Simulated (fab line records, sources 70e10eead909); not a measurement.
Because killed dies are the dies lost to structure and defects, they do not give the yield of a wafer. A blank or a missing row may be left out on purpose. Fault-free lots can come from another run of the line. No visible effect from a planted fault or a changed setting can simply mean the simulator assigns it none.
fab line records :: flow nand_harc :: part 2 of 2: steps 19 to 26 of 26
record:
  lots: 5
  wafers: 15
  last_day: 31
route steps=1302 shown A_CONTACT@1037
lots untouched by any fault: they come from a run of this same line in which no faults occurred
start_h: hours from the record's first day to the start of the lot's first wafer shown :: wait_h: hours since the lot's step before :: " identical to the entry in the row above :: L1.1+2: a single row standing in for several wafers :: - no value, or no start given :: * or withheld: withheld :: < > ~ a bound
route shown NAME@n: NAME is a module with steps in the file, n the number in the route of the first one :: usual: mean and standard deviation over wafers with no fault :: same: alike in all rows :: chamber/n: place in a boat :: sites: the reading at each site :: _std_site: their standard deviation :: _edge_site: the outer-site mean with the inner-site mean subtracted :: radius_mm: how far each site lies from the wafer's centre :: mask NAME#n: copy n :: behind: tool/chamber where the wafer was last shaped :: hold: why the lot was held/for how many hours/how that ended :: device: the transistor (n, p or np) that didn't switch :: end of line: the tests these same wafers got at the end of their route :: step lacking rows: just its recipe :: killed: dies lost to structure and defects at the first sort, not the wafer's yield :: map: a wafer's dies, x killed, . not, _ none there
set.NAME: the run value of the setting; set.NAME@STEP: its run value at that earlier step :: model.NAME: the simulator's own value behind a step, which no gauge read
lots at some steps of the route; a table a step, a row a wafer
services: from which hour (start_h, from the record's first day; less than 0 if before it) a tool's chamber was out of use, for how many hours, and why
== steps ==
step: NHARC_A_CONTACT_ETCH_132
recipe:
  source_w: withheld
  pressure_mtorr: 20
  bias_v: 3000
  time_s: 197
  target_depth_a: 19240
  ar_flow_sccm: withheld
  c4f8_flow_sccm: withheld
  o2_flow_sccm: withheld
  chemistry: C4F8/O2/Ar
lot.wafer: L074.2
tool: har_cap_etch-01
chamber: 0
start_h: 516.87
wait_h: 0.1
rf_hours_counter_h: 1

lot.wafer: L074.3
tool: har_cap_etch-01
chamber: 0
start_h: 516.87
wait_h: 0.1
rf_hours_counter_h: -

lot.wafer: L074.5
tool: har_cap_etch-01
chamber: 0
start_h: 516.87
wait_h: 0.1
rf_hours_counter_h: -

lot.wafer: L077.1
tool: har_cap_etch-03
chamber: 1
start_h: 523.47
wait_h: 0.1
rf_hours_counter_h: 49

lot.wafer: L077.4
tool: har_cap_etch-03
chamber: 0
start_h: 523.47
wait_h: 0.1
rf_hours_counter_h: -

lot.wafer: L077.5
tool: har_cap_etch-03
chamber: 0
start_h: 523.47
wait_h: 0.1
rf_hours_counter_h: -

lot.wafer: L078.2
tool: har_cap_etch-03
chamber: 0
start_h: 553.34
wait_h: 0.2
rf_hours_counter_h: 55

lot.wafer: L078.4
tool: har_cap_etch-03
chamber: 1
start_h: 553.34
wait_h: 0.2
rf_hours_counter_h: -

lot.wafer: L078.5
tool: har_cap_etch-03
chamber: 0
start_h: 553.34
wait_h: 0.2
rf_hours_counter_h: -

lot.wafer: L083.3
tool: har_cap_etch-01
chamber: 0
start_h: 594.68
wait_h: 0.1
rf_hours_counter_h: -

lot.wafer: L083.6
tool: har_cap_etch-01
chamber: 1
start_h: 594.68
wait_h: 0.1
rf_hours_counter_h: -

lot.wafer: L083.5
tool: har_cap_etch-01
chamber: 0
start_h: 594.68
wait_h: 0.1
rf_hours_counter_h: -

lot.wafer: L091.1
tool: har_cap_etch-03
chamber: 1
start_h: 686.86
wait_h: 0.1
rf_hours_counter_h: 81

lot.wafer: L091.3
tool: har_cap_etch-03
chamber: 1
start_h: 686.86
wait_h: 0.1
rf_hours_counter_h: -

lot.wafer: L091.6
tool: har_cap_etch-03
chamber: 0
start_h: 686.86
wait_h: 0.1
rf_hours_counter_h: -
step: NHARC_A_CONTACT_ETCH_133
recipe:
  source_w: withheld
  pressure_mtorr: 20
  bias_v: 400
  time_s: 374
  target_depth_a: 16100
  ar_flow_sccm: withheld
  c4f8_flow_sccm: 11.5
  o2_flow_sccm: 7.2
  chemistry: C4F8/O2/Ar
lot.wafer: L074.2
tool: har_cap_etch-01
chamber: 0
start_h: 517.09
wait_h: 0.2
rf_hours_counter_h: 1

lot.wafer: L074.3
tool: har_cap_etch-01
chamber: 0
start_h: 517.09
wait_h: 0.2
rf_hours_counter_h: -

lot.wafer: L074.5
tool: har_cap_etch-01
chamber: 0
start_h: 517.09
wait_h: 0.2
rf_hours_counter_h: -

lot.wafer: L077.1
tool: har_cap_etch-03
chamber: 1
start_h: 523.64
wait_h: 0.1
rf_hours_counter_h: 50

lot.wafer: L077.4
tool: har_cap_etch-03
chamber: 0
start_h: 523.64
wait_h: 0.1
rf_hours_counter_h: -

lot.wafer: L077.5
tool: har_cap_etch-03
chamber: 0
start_h: 523.64
wait_h: 0.1
rf_hours_counter_h: -

lot.wafer: L078.2
tool: har_cap_etch-03
chamber: 0
start_h: 553.52
wait_h: 0.1
rf_hours_counter_h: 55

lot.wafer: L078.4
tool: har_cap_etch-03
chamber: 1
start_h: 553.52
wait_h: 0.1
rf_hours_counter_h: -

lot.wafer: L078.5
tool: har_cap_etch-03
chamber: 0
start_h: 553.52
wait_h: 0.1
rf_hours_counter_h: -

lot.wafer: L083.3
tool: har_cap_etch-01
chamber: 0
start_h: 594.98
wait_h: 0.3
rf_hours_counter_h: -

lot.wafer: L083.6
tool: har_cap_etch-01
chamber: 1
start_h: 594.98
wait_h: 0.3
rf_hours_counter_h: -

lot.wafer: L083.5
tool: har_cap_etch-01
chamber: 0
start_h: 594.98
wait_h: 0.3
rf_hours_counter_h: -

lot.wafer: L091.1
tool: har_cap_etch-03
chamber: 1
start_h: 687.04
wait_h: 0.1
rf_hours_counter_h: 81

lot.wafer: L091.3
tool: har_cap_etch-03
chamber: 1
start_h: 687.04
wait_h: 0.1
rf_hours_counter_h: -

lot.wafer: L091.6
tool: har_cap_etch-03
chamber: 0
start_h: 687.04
wait_h: 0.1
rf_hours_counter_h: -
step: NHARC_A_CONTACT_ETCH_91
recipe:
  target_depth_a: 400
  over_etch_frac: 0.5
  time_s: 85.7
  ion_energy_ev: 120
  ch3f_flow_sccm: 50
  o2_flow_sccm: 30
  ar_flow_sccm: 200
  rf_w: 500
  bias_w: 100
  chemistry: CH3F/O2
usual:
  ch3f_flow_sccm: 50.01/0.14
  drypump_motor_current_A: 6.2/0.51
  o2_flow_sccm: 30.01/0.083
  oes_product_au: 0.932/0.027
  rf_fwd_power_W: 496.2/1.6
  rf_vpp_V: 244.3/1.8
  showerhead_plenum_p_Torr: 2.46/0.11
  throttle_valve_pct: 20.662/0.0092
lot.wafer: L074.3
tool: rie_diel-02
chamber: 2
start_h: 517.82
wait_h: 0.5
ch3f_flow_sccm: 50.08
drypump_motor_current_A: 6.4
o2_flow_sccm: 29.95
oes_product_au: 0.924
rf_fwd_power_W: 493.3
rf_hours_counter_h: 20
rf_vpp_V: 242.4
showerhead_plenum_p_Torr: 2.44
throttle_valve_pct: 20.665

lot.wafer: L074.2
tool: rie_diel-02
chamber: 3
start_h: 517.82
wait_h: 0.5
ch3f_flow_sccm: 49.96
drypump_motor_current_A: 6.6
o2_flow_sccm: 30.07
oes_product_au: 0.907
rf_fwd_power_W: 492.6
rf_hours_counter_h: 20
rf_vpp_V: 243.6
showerhead_plenum_p_Torr: 2.30
throttle_valve_pct: 20.670

lot.wafer: L074.5
tool: rie_diel-02
chamber: 3
start_h: 517.82
wait_h: 0.5
ch3f_flow_sccm: 50.15
drypump_motor_current_A: 6.6
o2_flow_sccm: 29.95
oes_product_au: 0.906
rf_fwd_power_W: 494.5
rf_hours_counter_h: -
rf_vpp_V: 243.1
showerhead_plenum_p_Torr: 2.30
throttle_valve_pct: 20.655

lot.wafer: L077.1
tool: rie_diel-02
chamber: 3
start_h: 524.43
wait_h: 0.7
ch3f_flow_sccm: 49.92
drypump_motor_current_A: 6.6
o2_flow_sccm: 30.13
oes_product_au: 0.924
rf_fwd_power_W: 492.6
rf_hours_counter_h: 21
rf_vpp_V: 242.4
showerhead_plenum_p_Torr: 2.30
throttle_valve_pct: 20.656

lot.wafer: L077.5
tool: rie_diel-02
chamber: 3
start_h: 524.43
wait_h: 0.7
ch3f_flow_sccm: 49.88
drypump_motor_current_A: 6.6
o2_flow_sccm: 30.14
oes_product_au: 0.907
rf_fwd_power_W: 494.9
rf_hours_counter_h: -
rf_vpp_V: 241.6
showerhead_plenum_p_Torr: 2.30
throttle_valve_pct: 20.641

lot.wafer: L077.4
tool: rie_diel-02
chamber: 2
start_h: 524.43
wait_h: 0.7
ch3f_flow_sccm: 50.06
drypump_motor_current_A: 6.4
o2_flow_sccm: 30.02
oes_product_au: 0.936
rf_fwd_power_W: 496.4
rf_hours_counter_h: -
rf_vpp_V: 243.0
showerhead_plenum_p_Torr: 2.44
throttle_valve_pct: 20.654

lot.wafer: L078.4
tool: rie_diel-09
chamber: 1
start_h: 554.30
wait_h: 0.5
ch3f_flow_sccm: 50.10
drypump_motor_current_A: 6.1
o2_flow_sccm: 29.95
oes_product_au: 0.939
rf_fwd_power_W: 495.0
rf_hours_counter_h: 19
rf_vpp_V: 244.0
showerhead_plenum_p_Torr: 2.42
throttle_valve_pct: 20.674

lot.wafer: L078.2
tool: rie_diel-09
chamber: 2
start_h: 554.30
wait_h: 0.5
ch3f_flow_sccm: 50.00
drypump_motor_current_A: 5.1
o2_flow_sccm: 30.00
oes_product_au: 0.911
rf_fwd_power_W: 498.3
rf_hours_counter_h: 16
rf_vpp_V: 245.9
showerhead_plenum_p_Torr: 2.65
throttle_valve_pct: 20.668

lot.wafer: L078.5
tool: rie_diel-09
chamber: 1
start_h: 554.30
wait_h: 0.5
ch3f_flow_sccm: 50.00
drypump_motor_current_A: 6.1
o2_flow_sccm: 30.05
oes_product_au: 0.953
rf_fwd_power_W: 495.6
rf_hours_counter_h: -
rf_vpp_V: 243.5
showerhead_plenum_p_Torr: 2.42
throttle_valve_pct: 20.661

lot.wafer: L083.3
tool: rie_diel-02
chamber: 2
start_h: 595.55
wait_h: 0.5
ch3f_flow_sccm: 50.01
drypump_motor_current_A: 6.4
o2_flow_sccm: 30.00
oes_product_au: 0.931
rf_fwd_power_W: 496.5
rf_hours_counter_h: 1
rf_vpp_V: 243.6
showerhead_plenum_p_Torr: 2.44
throttle_valve_pct: 20.664

lot.wafer: L083.5
tool: rie_diel-02
chamber: 2
start_h: 595.55
wait_h: 0.5
ch3f_flow_sccm: 50.01
drypump_motor_current_A: 6.4
o2_flow_sccm: 30.08
oes_product_au: 0.937
rf_fwd_power_W: 497.4
rf_hours_counter_h: -
rf_vpp_V: 244.3
showerhead_plenum_p_Torr: 2.44
throttle_valve_pct: 20.667

lot.wafer: L083.6
tool: rie_diel-02
chamber: 3
start_h: 595.55
wait_h: 0.5
ch3f_flow_sccm: 50.06
drypump_motor_current_A: 6.6
o2_flow_sccm: 30.04
oes_product_au: 0.937
rf_fwd_power_W: 494.5
rf_hours_counter_h: -
rf_vpp_V: 241.0
showerhead_plenum_p_Torr: 2.30
throttle_valve_pct: 20.664

lot.wafer: L091.3
tool: rie_diel-02
chamber: 0
start_h: 687.83
wait_h: 0.6
ch3f_flow_sccm: 49.88
drypump_motor_current_A: 6.2
o2_flow_sccm: 30.02
oes_product_au: 0.914
rf_fwd_power_W: 497.2
rf_hours_counter_h: 16
rf_vpp_V: 246.7
showerhead_plenum_p_Torr: 2.57
throttle_valve_pct: 20.658

lot.wafer: L091.1
tool: rie_diel-02
chamber: 3
start_h: 687.83
wait_h: 0.6
ch3f_flow_sccm: 50.03
drypump_motor_current_A: 6.6
o2_flow_sccm: 29.93
oes_product_au: 0.928
rf_fwd_power_W: 494.5
rf_hours_counter_h: 13
rf_vpp_V: 241.8
showerhead_plenum_p_Torr: 2.29
throttle_valve_pct: 20.670

lot.wafer: L091.6
tool: rie_diel-02
chamber: 1
start_h: 687.83
wait_h: 0.6
ch3f_flow_sccm: 49.95
drypump_motor_current_A: 6.6
o2_flow_sccm: 29.95
oes_product_au: 0.915
rf_fwd_power_W: 496.4
rf_hours_counter_h: -
rf_vpp_V: 243.1
showerhead_plenum_p_Torr: 2.42
throttle_valve_pct: 20.664
step: NHARC_A_CONTACT_ETCH_97
recipe:
  target_depth_a: 200
  over_etch_frac: 0.5
  time_s: 10
  ion_energy_ev: 250
  c4f6_flow_sccm: 25
  o2_flow_sccm: 20
  ar_flow_sccm: 500
  rf_w: 600
  bias_w: 500
  chemistry: C4F6/O2
usual:
  drypump_motor_current_A: 6.2/0.51
  o2_flow_sccm: 20.01/0.057
  oes_product_au: 0.950/0.023
  rf_fwd_power_W: 585.8/2.5
  rf_vpp_V: 547/3.4
  showerhead_plenum_p_Torr: 3.93/0.16
  throttle_valve_pct: 26.903/0.0089
lot.wafer: L074.2
tool: rie_diel-02
chamber: 2
start_h: 517.97
wait_h: 0.1
drypump_motor_current_A: 6.4
o2_flow_sccm: 20.02
oes_product_au: 0.953
rf_fwd_power_W: 586.8
rf_hours_counter_h: 20
rf_vpp_V: 546
showerhead_plenum_p_Torr: 3.90
throttle_valve_pct: 26.886

lot.wafer: L074.3
tool: rie_diel-02
chamber: 3
start_h: 517.97
wait_h: 0.1
drypump_motor_current_A: 6.6
o2_flow_sccm: 19.98
oes_product_au: 0.926
rf_fwd_power_W: 583.8
rf_hours_counter_h: 20
rf_vpp_V: 541
showerhead_plenum_p_Torr: 3.69
throttle_valve_pct: 26.918

lot.wafer: L074.5
tool: rie_diel-02
chamber: 0
start_h: 517.97
wait_h: 0.1
drypump_motor_current_A: 6.2
o2_flow_sccm: 20.00
oes_product_au: 0.932
rf_fwd_power_W: 587.4
rf_hours_counter_h: -
rf_vpp_V: 550
showerhead_plenum_p_Torr: 4.11
throttle_valve_pct: 26.907

lot.wafer: L077.1
tool: rie_diel-02
chamber: 0
start_h: 524.59
wait_h: 0.1
drypump_motor_current_A: 6.2
o2_flow_sccm: 20.00
oes_product_au: 0.937
rf_fwd_power_W: 587.7
rf_hours_counter_h: 21
rf_vpp_V: 551
showerhead_plenum_p_Torr: 4.11
throttle_valve_pct: 26.896

lot.wafer: L077.4
tool: rie_diel-02
chamber: 0
start_h: 524.59
wait_h: 0.1
drypump_motor_current_A: 6.2
o2_flow_sccm: 19.98
oes_product_au: 0.944
rf_fwd_power_W: 587.1
rf_hours_counter_h: -
rf_vpp_V: 552
showerhead_plenum_p_Torr: 4.11
throttle_valve_pct: 26.912

lot.wafer: L077.5
tool: rie_diel-02
chamber: 2
start_h: 524.59
wait_h: 0.1
drypump_motor_current_A: 6.4
o2_flow_sccm: 20.06
oes_product_au: 0.964
rf_fwd_power_W: 587.4
rf_hours_counter_h: -
rf_vpp_V: 547
showerhead_plenum_p_Torr: 3.90
throttle_valve_pct: 26.905

lot.wafer: L078.2
tool: rie_diel-09
chamber: 3
start_h: -
wait_h: -
drypump_motor_current_A: 5.2
o2_flow_sccm: 20.07
oes_product_au: 0.925
rf_fwd_power_W: 587.1
rf_hours_counter_h: 15
rf_vpp_V: 545
showerhead_plenum_p_Torr: 3.84
throttle_valve_pct: 26.912

lot.wafer: L078.4
tool: rie_diel-09
chamber: 1
start_h: -
wait_h: -
drypump_motor_current_A: 6.1
o2_flow_sccm: 20.02
oes_product_au: 0.970
rf_fwd_power_W: 583.0
rf_hours_counter_h: 19
rf_vpp_V: 545
showerhead_plenum_p_Torr: 3.86
throttle_valve_pct: 26.906

lot.wafer: L078.5
tool: rie_diel-09
chamber: 0
start_h: -
wait_h: -
drypump_motor_current_A: 5.7
o2_flow_sccm: 19.94
oes_product_au: 0.925
rf_fwd_power_W: 591.7
rf_hours_counter_h: -
rf_vpp_V: 551
showerhead_plenum_p_Torr: 4.15
throttle_valve_pct: 26.891

lot.wafer: L083.3
tool: rie_diel-02
chamber: 3
start_h: -
wait_h: -
drypump_motor_current_A: 6.6
o2_flow_sccm: 19.98
oes_product_au: 0.970
rf_fwd_power_W: 583.2
rf_hours_counter_h: 1
rf_vpp_V: 542
showerhead_plenum_p_Torr: 3.68
throttle_valve_pct: 26.907

lot.wafer: L083.6
tool: rie_diel-02
chamber: 1
start_h: -
wait_h: -
drypump_motor_current_A: 6.6
o2_flow_sccm: 19.98
oes_product_au: 0.956
rf_fwd_power_W: 585.9
rf_hours_counter_h: -
rf_vpp_V: 546
showerhead_plenum_p_Torr: 3.87
throttle_valve_pct: 26.909

lot.wafer: L083.5
tool: rie_diel-02
chamber: 2
start_h: -
wait_h: -
drypump_motor_current_A: 6.5
o2_flow_sccm: 20.05
oes_product_au: 0.964
rf_fwd_power_W: 586.0
rf_hours_counter_h: -
rf_vpp_V: 547
showerhead_plenum_p_Torr: 3.90
throttle_valve_pct: 26.900

lot.wafer: L091.1
tool: rie_diel-02
chamber: 3
start_h: -
wait_h: -
drypump_motor_current_A: 6.6
o2_flow_sccm: 19.96
oes_product_au: 0.934
rf_fwd_power_W: 585.7
rf_hours_counter_h: 13
rf_vpp_V: 542
showerhead_plenum_p_Torr: 3.67
throttle_valve_pct: 26.909

lot.wafer: L091.3
tool: rie_diel-02
chamber: 0
start_h: -
wait_h: -
drypump_motor_current_A: 6.2
o2_flow_sccm: 20.06
oes_product_au: 0.931
rf_fwd_power_W: 586.7
rf_hours_counter_h: 16
rf_vpp_V: 550
showerhead_plenum_p_Torr: 4.10
throttle_valve_pct: 26.893

lot.wafer: L091.6
tool: rie_diel-02
chamber: 1
start_h: -
wait_h: -
drypump_motor_current_A: 6.6
o2_flow_sccm: 19.94
oes_product_au: 0.940
rf_fwd_power_W: 581.1
rf_hours_counter_h: -
rf_vpp_V: 545
showerhead_plenum_p_Torr: 3.87
throttle_valve_pct: 26.909
step: NHARC_A_CONTACT_CD_MEAS_80
usual:
  cd_nm: 289.5/0.71
lot.wafer: L074.2
tool: cd_sem-02
chamber: -
start_h: 518.05
wait_h: -
cd_nm: 289.1

lot.wafer: L074.3
tool: cd_sem-02
chamber: -
start_h: 518.05
wait_h: -
cd_nm: 289.2

lot.wafer: L074.5
tool: cd_sem-02
chamber: -
start_h: 518.05
wait_h: -
cd_nm: 289.4

lot.wafer: L077.1
tool: cd_sem-03
chamber: -
start_h: 524.68
wait_h: -
cd_nm: 289.3

lot.wafer: L077.4
tool: cd_sem-03
chamber: -
start_h: 524.68
wait_h: -
cd_nm: 289.6

lot.wafer: L077.5
tool: cd_sem-03
chamber: -
start_h: 524.68
wait_h: -
cd_nm: 288.8

lot.wafer: L078.2
tool: cd_sem-01
chamber: -
start_h: 554.52
wait_h: -
cd_nm: 288.2

lot.wafer: L078.4
tool: cd_sem-01
chamber: -
start_h: 554.52
wait_h: -
cd_nm: 288.6

lot.wafer: L078.5
tool: cd_sem-01
chamber: -
start_h: 554.52
wait_h: -
cd_nm: 287.9

lot.wafer: L083.3
tool: cd_sem-02
chamber: -
start_h: 595.77
wait_h: -
cd_nm: 289.8

lot.wafer: L083.5
tool: cd_sem-02
chamber: -
start_h: 595.77
wait_h: -
cd_nm: 289.6

lot.wafer: L083.6
tool: cd_sem-02
chamber: -
start_h: 595.77
wait_h: -
cd_nm: 289.6

lot.wafer: L091.1
tool: cd_sem-01
chamber: -
start_h: 688.06
wait_h: -
cd_nm: 289.6

lot.wafer: L091.3
tool: cd_sem-01
chamber: -
start_h: 688.06
wait_h: -
cd_nm: 289.7

lot.wafer: L091.6
tool: cd_sem-01
chamber: -
start_h: 688.06
wait_h: -
cd_nm: 289.3
step: NHARC_A_CONTACT_STRIP_103
recipe:
  n2_flow_sccm: 150
  h2_flow_sccm: 150
  ar_flow_sccm: 0
  bias_w: 0
  chemistry: N2/H2
lot.wafer: L074.3+2+5
tool: rie_diel-02
chamber: 0,2,3
start_h: 518.13
wait_h: 0.1

lot.wafer: L077.1+5+4
tool: rie_diel-02
chamber: 0,0,2
start_h: 524.75
wait_h: 0.1

lot.wafer: L078.4+2+5
tool: rie_diel-02
chamber: 3,1,2
start_h: 554.61
wait_h: 0.1

lot.wafer: L083.3+6+5
tool: rie_diel-02
chamber: 2,1,2
start_h: 595.85
wait_h: 0.1

lot.wafer: L091.1+3+6
tool: rie_diel-02
chamber: 1,2,0
start_h: 688.14
wait_h: 0.1
step: NHARC_A_CONTACT_STRIP_104
recipe:
  cf4_flow_sccm: 100
  chf3_flow_sccm: 30
  ar_flow_sccm: 0
  bias_w: 0
  chemistry: CF4/CHF3
lot.wafer: L074.2+3+5
tool: rie_diel-02
chamber: 2,3,0
start_h: 518.24
wait_h: 0.1

lot.wafer: L077.1+5+4
tool: rie_diel-02
chamber: 3,3,2
start_h: 524.94
wait_h: 0.2

lot.wafer: L078.4+2+5
tool: rie_diel-02
chamber: 0,2,3
start_h: 554.70
wait_h: 0.1

lot.wafer: L083.3+6+5
tool: rie_diel-02
chamber: 2,0,1
start_h: 595.94
wait_h: 0.1

lot.wafer: L091.3+1+6
tool: rie_diel-02
chamber: 0,3,1
start_h: 688.23
wait_h: 0.1
step: NHARC_A_CONTACT_STRIP_105
recipe:
  o2_flow_sccm: 400
  cos_flow_sccm: 20
  ar_flow_sccm: 0
  bias_w: 0
  chemistry: O2/COS
lot.wafer: L074.3+2+5
tool: rie_diel-02
chamber: 2,3,3
start_h: 518.48
wait_h: 0.2

lot.wafer: L077.1+4+5
tool: rie_diel-02
chamber: 3,2,0
start_h: 525.01
wait_h: 0.1

lot.wafer: L078.4+2+5
tool: rie_diel-02
chamber: 0,1,0
start_h: 554.75
wait_h: 0.1

lot.wafer: L083.3+5+6
tool: rie_diel-02
chamber: 2,3,0
start_h: 596.01
wait_h: 0.1

lot.wafer: L091.3+1+6
tool: rie_diel-02
chamber: 0,1,2
start_h: 688.30
wait_h: 0.1
== services ==
tool: rie_diel-02
chamber: 1
start_h: 493.79
hours: 33.7
kind: repair

tool: har_cap_etch-01
chamber: -
start_h: 497.00
hours: 17.0
kind: pm

tool: rie_diel-09
chamber: -
start_h: 497.48
hours: 9.0
kind: pm

tool: rie_diel-02
chamber: 0
start_h: 501.08
hours: -
kind: clean

tool: rie_diel-02
chamber: 2
start_h: 501.08
hours: -
kind: clean

tool: rie_diel-02
chamber: 3
start_h: 501.08
hours: -
kind: clean

tool: litho_track-01
chamber: -
start_h: 505.00
hours: 7.0
kind: pm

tool: rie_diel-09
chamber: -
start_h: 507.54
hours: 1.2
kind: repair

tool: rie_diel-02
chamber: 0
start_h: 513.70
hours: 3.2
kind: repair

tool: rie_diel-09
chamber: 1
start_h: 514.45
hours: 2.4
kind: repair

tool: rie_diel-13
chamber: -
start_h: 520.67
hours: 9.0
kind: pm

tool: rie_diel-02
chamber: 0
start_h: 525.62
hours: -
kind: clean

tool: rie_diel-02
chamber: 2
start_h: 525.62
hours: -
kind: clean

tool: rie_diel-02
chamber: 3
start_h: 525.62
hours: -
kind: clean

tool: litho_track-06
chamber: -
start_h: 529.00
hours: 7.0
kind: pm

tool: rie_diel-02
chamber: 0
start_h: 550.12
hours: -
kind: clean

tool: rie_diel-02
chamber: 1
start_h: 550.12
hours: -
kind: clean

tool: litho_track-04
chamber: -
start_h: 553.00
hours: 7.0
kind: pm

tool: rie_diel-02
chamber: -
start_h: 571.04
hours: 9.0
kind: pm

tool: rie_diel-02
chamber: 3
start_h: 603.32
hours: 5.1
kind: repair

tool: rie_diel-09
chamber: 0
start_h: 651.53
hours: 2.5
kind: repair

tool: rie_diel-09
chamber: 0
start_h: 658.66
hours: 1.4
kind: repair

tool: rie_diel-09
chamber: -
start_h: 674.51
hours: 9.0
kind: pm

tool: litho_track-01
chamber: -
start_h: 680.00
hours: 7.0
kind: pm
